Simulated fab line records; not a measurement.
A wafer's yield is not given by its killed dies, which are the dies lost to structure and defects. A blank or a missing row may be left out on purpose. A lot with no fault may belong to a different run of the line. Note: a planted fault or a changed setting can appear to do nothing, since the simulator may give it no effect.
A lot that was struck, set against a sound lot :: flow n5Finfet :: 38 steps out of a route of 1938
Sound: wafers L969.3, L969.5, L969.6. Struck: wafer L972.5. (L972.2, L972.6 of the same lot were not struck and are left out.) The cause comes at the end.
Order at every step that has rows: each side's tool, ch and its chambers, its first start. Under that, the readings that differ: sound wafers :: struck wafers :: difference of the means :: sigmas: that difference in standard deviations of wafers without a fault.
alike: words and numbers the same on both sides, and readings whose means are apart by under 2 such deviations; not compared: readings that were withheld, readings missing a value for some wafer, numbers with overlapping values and no deviation given by the record, and bounds like >300 which may hide the same value.
The two part at a step that has a row with sigmas, a row that says differs or no value, or rows on one side only. Numbers that don't overlap but have no deviation are shown without sigmas and don't part them. A reading missing from all wafers of one side parts the sides only when that side holds two or more wafers.

first, 9 steps without rows for these wafers: N5_BEOL_M2_ANNEAL_95 (time 240 s); N5_BEOL_M2_SPUTTER_96 (material Cu, target thk 4.5 nm, time 8.29 s); N5_BEOL_M2_ECD_50 (material Cu, target thk 300 nm); N5_BEOL_M2_ANNEAL_51 (time 90 s); N5_BEOL_M2_CMP_52 (polishes, stops on SiOC, t overpolish 6.8 s, target thk 40 nm); N5_BEOL_M2_PRE_CLEAN_60 (time 15 s); N5_BEOL_M2_CO_CAP_55 (material Co, precursor CCTBA/H2, target thk 2 nm, time 102.1 s); N5_BEOL_M2_PRE_CLEAN_56 (time 15 s); N5_BEOL_M2_DEP_57 (deposits SiCN from 3MS/NH3, target thk 8 nm, time 14 s).
N5_BEOL_M3_ILD_DEP_00: deposits SiOC from DEMS/O2, target thk 79 nm, time 15.3 s.
  sound on pecvd-04 ch 1,2, day 11 00:44; struck on pecvd-04 ch 1, day 11 16:11
reading: model.SiOC_of_BEOL_M3_ILD_DEP_00.thkNm (nm)
sound: 79.8 80.6 79.6
struck: 117.6
difference: +37.6
sigmas: 
  alike: heaterPowerW, showerheadPlenumPTorr, throttleValvePct
N5_BEOL_M3_THK_MEAS_01:
  sound: filmMetro-01 at day 11 00:48; struck: filmMetro-02 at day 11 16:15
reading: M3_ILD_THK (nm)
sound: 79.8 80.7 79.7
struck: 117.7
difference: +37.6
sigmas: +40
then, 24 steps without rows for these wafers: N5_BEOL_M3_PECVD_72 (deposits SiO2 from TEOS/O2, target thk 16 nm, time 18 s); N5_BEOL_M3_HM_DEP_02 (deposits TiN, target thk 20 nm); N5_BEOL_M3_COAT_61 (time 60 s, resist thk 60 nm); N5_BEOL_M3_COAT_62 (time 60 s, resist thk 12 nm); N5_BEOL_M3_COAT_73 (time 60 s, resist thk 5 nm); N5_BEOL_M3_COAT_05 (resist thk 30 nm); N5_BEOL_M3_EBR_07; N5_BEOL_M3_SOFTBAKE_06 (time 60 s); N5_BEOL_M3_EXPOSE_08 (exposes mask M3); N5_BEOL_M3_PEB_09 (peb time 60 s); N5_BEOL_M3_DEVELOP_10 (develop time 30 s); N5_BEOL_M3_DESCUM_16 (chemistry O2, time 7 s); N5_BEOL_M3_ETCH_74 (etches underlayer in N2/H2, target depth 6.5 nm, time 5.2 s); N5_BEOL_M3_ETCH_63 (etches SiARC in CF4, target depth 15.6 nm, time 26 s); N5_BEOL_M3_ETCH_64 (etches SOC in N2/H2, target depth 75 nm, overetch 15 nm, time 112.5 s); N5_BEOL_M3_STRIP_65 (strips in N2/H2); N5_BEOL_M3_STRIP_75 (strips in N2/H2); N5_BEOL_M3_STRIP_66 (strips in CF4); N5_BEOL_M3_HM_OPEN_17 (chemistry Cl2/BCl3, target TiN, target depth 20 nm, overetch 6 nm); N5_BEOL_M3_STRIP_19 (strips in O2); N5_BEOL_M3_COAT_67 (time 60 s, resist thk 60 nm); N5_BEOL_M3_COAT_68 (time 60 s, resist thk 12 nm); N5_BEOL_M3_COAT_76 (time 60 s, resist thk 5 nm); N5_BEOL_M3_COAT_22 (resist thk 30 nm).
N5_BEOL_M3_CMP_52: polishes, stops on SiOC, t overpolish 6.8 s, target thk 40 nm.
  sound on cmp-04 ch 1,2,3, day 12 00:39; struck on cmp-04 ch 3, day 12 09:58
reading: model.Cu_of_BEOL_M3_ECD_50.thkNm (nm)
sound: 40.4 42.4 40.4
struck: 78.8
difference: +37.7
sigmas: 

reading: model.SiOC_of_BEOL_M3_ILD_DEP_00.thkNm (nm)
sound: 76.8 77.6 76.6
struck: 114.6
difference: +37.6
sigmas: 
  alike: clearingPlatenDownForcePsi, motorCurrentA
N5_BEOL_M4_RC_MEAS_101:
  the record has rows for the sound wafers here (prober-01 ch 0, day 12 12:49) and none for the struck ones
-- record jumps: 5 days separate the struck wafers' starts on either side; left off in module BEOL_M4, taken up again in module PASSIVATION, whose first shown step is the route's number 1936 --
N5_PASSIVATION_PROBE_49:
  sound: prober-02 at day 16 17:13; struck: prober-02 at day 17 18:32
reading: defectLimitedYield (%)
sound: 89.0 89.5 91.6
struck: 0
difference: -90
sigmas: -60

reading: killed_at_M0_to_M3
sound: 47 39 27
struck: 1111
difference: +1073
sigmas: +98

reading: killedDies
sound: 130 124 99
struck: 1180
difference: +1062
sigmas: +59

reading: killedOnRim
sound: 17 13 11
struck: 152
difference: +138
sigmas: +33

reading: sort_bin_5_function (%)
sound: 5.7 5.4 5.2
struck: 97.2
difference: +91.8
sigmas: +97

reading: sort_bin_6_memory (%)
sound: 4.6 4.7 2.5
struck: 2.5
difference: -1.4
sigmas: -2

reading: sortNPass
sound: 1050 1056 1081
struck: 0
difference: -1062
sigmas: -59

reading: sortYieldPct (%)
sound: 89.0 89.5 91.6
struck: 0
difference: -90
sigmas: -60
  alike: killed_at_M4_up, killedAtContacts, killedAtFrontEnd, killedAtOther, killedOpen, killedShort

== WHERE THEY PART ==
At N5_BEOL_M3_THK_MEAS_01 first; at N5_PASSIVATION_PROBE_49 last (within this record only).

WHY: the cause the simulator had injected
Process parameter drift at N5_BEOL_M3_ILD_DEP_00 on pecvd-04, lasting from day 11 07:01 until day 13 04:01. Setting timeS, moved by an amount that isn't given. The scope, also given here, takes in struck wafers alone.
